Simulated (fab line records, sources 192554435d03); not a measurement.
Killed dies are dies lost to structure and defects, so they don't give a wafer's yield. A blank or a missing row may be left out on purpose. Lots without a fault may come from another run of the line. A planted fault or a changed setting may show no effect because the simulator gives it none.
Split-lot experiment | flow n5_finfet | 7 lots, 39 wafers read, on a route of 1938 steps

THE SPLIT
At N5_BEOL_M11_DESCUM_16 (chemistry O2, time 7.9 s), the setting time_s was moved away from the recipe's 7.9 s on 9 of the 39 wafers read, by -20.9% to +58.7%. The other wafers ran this setting at the recipe's value.

The file shows no step between the split and the reading.

THE READING
CAR-ArF_of_BEOL_M11_COAT_05.thk_nm (the simulator's own value, which no gauge read), in nm, at N5_BEOL_M11_ETCH_61 (etches SiARC in CF4, target depth 39 nm, time 65 s). The file gives no usual value for it. The 30 wafers here that ran the recipe average 55.4 nm, standard deviation 0.35 nm.

wafer  | tool, chamber at the split | time_s as run, s | against the recipe | CAR-ArF_of_BEOL_M11_COAT_05.thk_nm, nm | against lot-mates on the recipe
L074.1 | rie_diel-03, 2,0,0         | 7.9              | recipe             | 55.4                                   | -
L074.2 | rie_diel-03, 0             | 7.9              | recipe             | 55.4                                   | -
L074.3 | rie_diel-03, 2,0,0         | 7.9              | recipe             | 55.4                                   | -
L074.6 | rie_diel-03, 2,0,0         | 7.9              | recipe             | 55.4                                   | -
L074.4 | rie_diel-03, 2             | 7.9              | recipe             | 55.6                                   | -
L074.5 | rie_diel-03, 2             | 7.9              | recipe             | 55.6                                   | -
L077.1 | rie_diel-03, 2             | 7.9              | recipe             | 54.6                                   | -
L077.2 | rie_diel-03, 1             | 7.9              | recipe             | 55                                     | -
L077.3 | rie_diel-03, 0             | 11.96            | +51.4%             | 52.2                                   | -2.6
L077.4 | rie_diel-03, 2             | 11.96            | +51.4%             | 52.2                                   | -2.6
L077.6 | rie_diel-03, 0             | 11.96            | +51.4%             | 52.2                                   | -2.6
L077.5 | rie_diel-03, 1             | 7.9              | recipe             | 54.8                                   | -
L079.1 | rie_diel-04, 1             | 7.9              | recipe             | 55.4                                   | -
L079.2 | rie_diel-04, 2,0           | 6.252            | -20.9%             | 56.2                                   | +0.9
L079.4 | rie_diel-04, 2,0           | 6.252            | -20.9%             | 56.2                                   | +0.9
L079.5 | rie_diel-04, 3             | 6.252            | -20.9%             | 56.2                                   | +0.9
L079.3 | rie_diel-04, 3,0           | 7.9              | recipe             | 55.2                                   | -
L079.6 | rie_diel-04, 3,0           | 7.9              | recipe             | 55.2                                   | -
L082.1 | rie_diel-04, 3             | 7.9              | recipe             | 55.6                                   | -
L082.3 | rie_diel-04, 0             | 7.9              | recipe             | 55.2                                   | -
L082.5 | rie_diel-04, 0             | 7.9              | recipe             | 55.4                                   | -
L088.1 | rie_diel-03, 1,2,3         | 7.9              | recipe             | 55.8                                   | -
L088.2 | rie_diel-03, 0             | 7.9              | recipe             | 55.6                                   | -
L088.3 | rie_diel-03, 3,2           | 7.9              | recipe             | 56                                     | -
L088.4 | rie_diel-03, 1,2,3         | 7.9              | recipe             | 56                                     | -
L088.5 | rie_diel-03, 1,2,3         | 7.9              | recipe             | 56                                     | -
L088.6 | rie_diel-03, 3,2           | 7.9              | recipe             | 56                                     | -
L096.1 | rie_diel-06, 3,0,2,1       | 7.9              | recipe             | 55.2                                   | -
L096.2 | rie_diel-06, 3,0,2,1       | 7.9              | recipe             | 55.2                                   | -
L096.3 | rie_diel-06, 3,0,2,1       | 7.9              | recipe             | 55.2                                   | -
L096.4 | rie_diel-06, 3,0,2,1       | 7.9              | recipe             | 55.2                                   | -
L096.5 | rie_diel-06, 2,3           | 7.9              | recipe             | 55.2                                   | -
L096.6 | rie_diel-06, 2,3           | 7.9              | recipe             | 55                                     | -
L097.1 | rie_diel-03, 2             | 7.9              | recipe             | 55.6                                   | -
L097.2 | rie_diel-03, 0             | 7.9              | recipe             | 55.4                                   | -
L097.3 | rie_diel-03, 3             | 12.54            | +58.7%             | 52.6                                   | -2.7
L097.4 | rie_diel-03, 3             | 12.54            | +58.7%             | 52.6                                   | -2.7
L097.5 | rie_diel-03, 2             | 7.9              | recipe             | 55                                     | -
L097.6 | rie_diel-03, 0             | 12.54            | +58.7%             | 52.4                                   | -2.9
Where a row lists several chambers, the file gives one row for several wafers and doesn't say which wafer went through which chamber.

THE FIT
A straight line over all 39 wafers: CAR-ArF_of_BEOL_M11_COAT_05.thk_nm changes by -0.0528 nm for each +1% of time_s; r = -0.96; the points scatter about the line by 0.36 nm.
The same after taking each lot's own level away (the mean of its wafers on the recipe; 39 wafers): -0.0485 nm for each +1%; r = -0.99; scatter 0.14 nm.
On that fit, the largest move of time_s shifts the reading by 2.8 nm.
The lots' own levels span 54.80 to 55.90 nm, that is 3.2 times the standard deviation above.
So the lot-to-lot level changes the slope little: the two slopes agree.
Check: with one of the wafers moved furthest among these (+58.7%) left out of the fit, the line predicts -2.89 nm for it against its lot-mates. It came out at -2.73 nm against them.

OTHER SPLITS ON THESE WAFERS
These wafers also went through other splits before the reading. Each is held against what the fit with the lots' levels taken away leaves over:
other split on the same wafers        | wafers away from the commonest value | r with CAR-ArF_of_BEOL_M11_COAT_05.thk_nm (lot level and that fit taken away)
N5_SD_EPI_N_ETCH_45 target_depth_a    | 15                                   | +0.04
N5_HKMG_FIN_DEVELOP_11 develop_time_s | 12                                   | +0.01
N5_BEOL_M5_ILD_DEP_00 target_thk_a    | 15                                   | -0.07
N5_BEOL_M6_ILD_DEP_00 time_s          | 12                                   | +0.16

THE WHOLE CHAIN: every reading that the file lists as answering this split, in the file's order
step                  | what it does                                       | reading                                                                             | change (the file's fit)                | r (the file's)
N5_BEOL_M11_DESCUM_16 | chemistry O2, time 7.9 s                           | CAR-ArF_of_BEOL_M11_COAT_05.thk_nm (the simulator's own value, which no gauge read) | -0.0483 nm for each +1% of the setting | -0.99
N5_BEOL_M11_ETCH_61   | etches SiARC in CF4, target depth 39 nm, time 65 s | CAR-ArF_of_BEOL_M11_COAT_05.thk_nm (the simulator's own value, which no gauge read) | -0.0487 nm for each +1% of the setting | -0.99

THE FILE'S OWN FIT
CAR-ArF_of_BEOL_M11_COAT_05.thk_nm changes by -0.0487 nm for each +1% of time_s, r = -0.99.
